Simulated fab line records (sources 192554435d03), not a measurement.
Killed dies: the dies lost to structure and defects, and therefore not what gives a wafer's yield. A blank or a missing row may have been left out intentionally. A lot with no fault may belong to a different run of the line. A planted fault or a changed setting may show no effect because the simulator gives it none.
Lot-split experiment || flow n5 finfet || route with 1938 steps; 7 lots, 21 wafers read

== ABOUT THE SPLIT ==
At N5_BEOL_M0_SAQP_EXPOSE_37 (exposes mask M0 CUT1, target cd 30 nm), the setting dose mj was moved away from the recipe's 44.75 on 5 of the 21 wafers read, by -7.3% to +5.7%. For the rest of the wafers, this setting stayed at what the recipe calls for.

== FROM THE SPLIT TO THE READING: what the file shows between them, 2 steps ==
- N5_BEOL_M0_SAQP_PEB_38: peb time 60 s
- N5_BEOL_M0_SAQP_DEVELOP_39: develop time 30 s

== THE READING ==
cd nm (nm) at N5_BEOL_M0_SAQP_CD_MEAS_40, where the cd target is 30 nm. A value of 29.98 nm with a standard deviation of 0.24 nm is what fault-free wafers of this fab line usually give.

{"wafer": "L074.1", "tool, chamber at the split": "euv scanner-02, 0", "dose mj as run": 44.75, "against the recipe": "recipe", "cd nm, nm": 30.12, "against lot-mates on the recipe": "-"}
{"wafer": "L074.2", "tool, chamber at the split": "euv scanner-02, 0", "dose mj as run": 44.75, "against the recipe": "recipe", "cd nm, nm": 30.15, "against lot-mates on the recipe": "-"}
{"wafer": "L074.3", "tool, chamber at the split": "euv scanner-02, 0", "dose mj as run": 42.89, "against the recipe": "-4.2%", "cd nm, nm": 29.06, "against lot-mates on the recipe": -1.07}
{"wafer": "L076.1", "tool, chamber at the split": "euv scanner-02, 0", "dose mj as run": 44.75, "against the recipe": "recipe", "cd nm, nm": 30.21, "against lot-mates on the recipe": "-"}
{"wafer": "L076.2", "tool, chamber at the split": "euv scanner-02, 0", "dose mj as run": 47.31, "against the recipe": "+5.7%", "cd nm, nm": 31.22, "against lot-mates on the recipe": "+1.09"}
{"wafer": "L076.6", "tool, chamber at the split": "euv scanner-02, 0", "dose mj as run": 44.75, "against the recipe": "recipe", "cd nm, nm": 30.05, "against lot-mates on the recipe": "-"}
{"wafer": "L083.3", "tool, chamber at the split": "euv scanner-01, 0", "dose mj as run": 44.75, "against the recipe": "recipe", "cd nm, nm": 29.61, "against lot-mates on the recipe": "-"}
{"wafer": "L083.4", "tool, chamber at the split": "euv scanner-01, 0", "dose mj as run": 44.75, "against the recipe": "recipe", "cd nm, nm": 30.04, "against lot-mates on the recipe": "-"}
{"wafer": "L083.5", "tool, chamber at the split": "euv scanner-01, 0", "dose mj as run": 42.94, "against the recipe": "-4.0%", "cd nm, nm": 29.02, "against lot-mates on the recipe": -0.80}
{"wafer": "L089.1", "tool, chamber at the split": "euv scanner-01, 0", "dose mj as run": 44.75, "against the recipe": "recipe", "cd nm, nm": 30.13, "against lot-mates on the recipe": "-"}
{"wafer": "L089.4", "tool, chamber at the split": "euv scanner-01, 0", "dose mj as run": 44.75, "against the recipe": "recipe", "cd nm, nm": 29.53, "against lot-mates on the recipe": "-"}
{"wafer": "L089.5", "tool, chamber at the split": "euv scanner-01, 0", "dose mj as run": 44.75, "against the recipe": "recipe", "cd nm, nm": 29.83, "against lot-mates on the recipe": "-"}
{"wafer": "L092.1", "tool, chamber at the split": "euv scanner-02, 0", "dose mj as run": 44.75, "against the recipe": "recipe", "cd nm, nm": 29.87, "against lot-mates on the recipe": "-"}
{"wafer": "L092.4", "tool, chamber at the split": "euv scanner-02, 0", "dose mj as run": 44.75, "against the recipe": "recipe", "cd nm, nm": 29.81, "against lot-mates on the recipe": "-"}
{"wafer": "L092.6", "tool, chamber at the split": "euv scanner-02, 0", "dose mj as run": 44.75, "against the recipe": "recipe", "cd nm, nm": 30.02, "against lot-mates on the recipe": "-"}
{"wafer": "L095.1", "tool, chamber at the split": "euv scanner-02, 0", "dose mj as run": 44.75, "against the recipe": "recipe", "cd nm, nm": 30.16, "against lot-mates on the recipe": "-"}
{"wafer": "L095.3", "tool, chamber at the split": "euv scanner-02, 0", "dose mj as run": 44.75, "against the recipe": "recipe", "cd nm, nm": 30.17, "against lot-mates on the recipe": "-"}
{"wafer": "L095.4", "tool, chamber at the split": "euv scanner-02, 0", "dose mj as run": 44.75, "against the recipe": "recipe", "cd nm, nm": 29.97, "against lot-mates on the recipe": "-"}
{"wafer": "L096.2", "tool, chamber at the split": "euv scanner-01, 0", "dose mj as run": 41.48, "against the recipe": "-7.3%", "cd nm, nm": 28.19, "against lot-mates on the recipe": -1.74}
{"wafer": "L096.4", "tool, chamber at the split": "euv scanner-01, 0", "dose mj as run": 44.75, "against the recipe": "recipe", "cd nm, nm": 29.93, "against lot-mates on the recipe": "-"}
{"wafer": "L096.5", "tool, chamber at the split": "euv scanner-01, 0", "dose mj as run": 41.48, "against the recipe": "-7.3%", "cd nm, nm": 28.53, "against lot-mates on the recipe": -1.40}

FIT RESULTS
A straight line over all 21 wafers: cd nm changes by +0.221 nm for each +1% of dose mj; r = +0.96; the points scatter about the line by 0.19 nm.
The same after taking each lot's own level away (the mean of its wafers on the recipe; 21 wafers): +0.212 nm for each +1%; r = +0.97; scatter 0.15 nm.
Per that fit: largest dose mj move, reading shift of 1.5 nm.
The lots' own levels span 29.825 to 30.135 nm, that is 1.3 times the standard deviation above.
Consequently the slope shifts little with the lot-to-lot level, the two slopes agreeing.
Check: with one of the wafers moved furthest among these (-7.3%) left out of the fit, the line predicts -1.48 nm for it against its lot-mates. It came out at -1.74 nm against them.

== FURTHER SPLITS ON THESE WAFERS ==
Before the reading, these wafers also passed through other splits. Each is held against what the fit with the lots' levels taken away leaves over:
{"other split on the same wafers": "N5_MOL_CONTACT_COAG_CONTACT_ETCH_14 time s", "wafers away from the commonest value": 12, "r with cd nm (lot level and that fit taken away)": -0.10}
{"other split on the same wafers": "N5_MOL_CONTACT_COAG_COAT_76 spin rpm", "wafers away from the commonest value": 8, "r with cd nm (lot level and that fit taken away)": "+0.10"}
{"other split on the same wafers": "N5_MOL_CONTACT_COAG_COAT_78 spin rpm", "wafers away from the commonest value": 8, "r with cd nm (lot level and that fit taken away)": "+0.15"}

== THE WHOLE CHAIN: every reading that the file lists as answering this split, in the file's order ==
{"step": "N5_BEOL_M0_SAQP_CD_MEAS_40", "what it does": "target cd 30 nm", "reading": "cd nm", "change (the file's fit)": "+0.212 nm for each +1% of the setting", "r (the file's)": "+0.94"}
{"step": "N5_BEOL_M0_SAQP_DESCUM_45", "what it does": "chemistry O2, time 7 s", "reading": "BEOL_M0_SAQP.cd nm (the simulator's own value, which no gauge read)", "change (the file's fit)": "+0.239 nm for each +1% of the setting", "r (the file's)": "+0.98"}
{"step": "N5_BEOL_M0_SAQP_ETCH_88", "what it does": "etches underlayer in N2/H2, target depth 6.5 nm, time 5.2 s", "reading": "BEOL_M0_SAQP.cd nm (the simulator's own value, which no gauge read)", "change (the file's fit)": "+0.228 nm for each +1% of the setting", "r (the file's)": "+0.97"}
{"step": "N5_BEOL_M0_SAQP_ETCH_73", "what it does": "etches SiARC in CF4, target depth 19.5 nm, time 32.5 s", "reading": "BEOL_M0_SAQP.cd nm (the simulator's own value, which no gauge read)", "change (the file's fit)": "+0.249 nm for each +1% of the setting", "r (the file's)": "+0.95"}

== FILE'S OWN FIT ==
cd nm changes by +0.212 nm for each +1% of dose mj, r = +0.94.
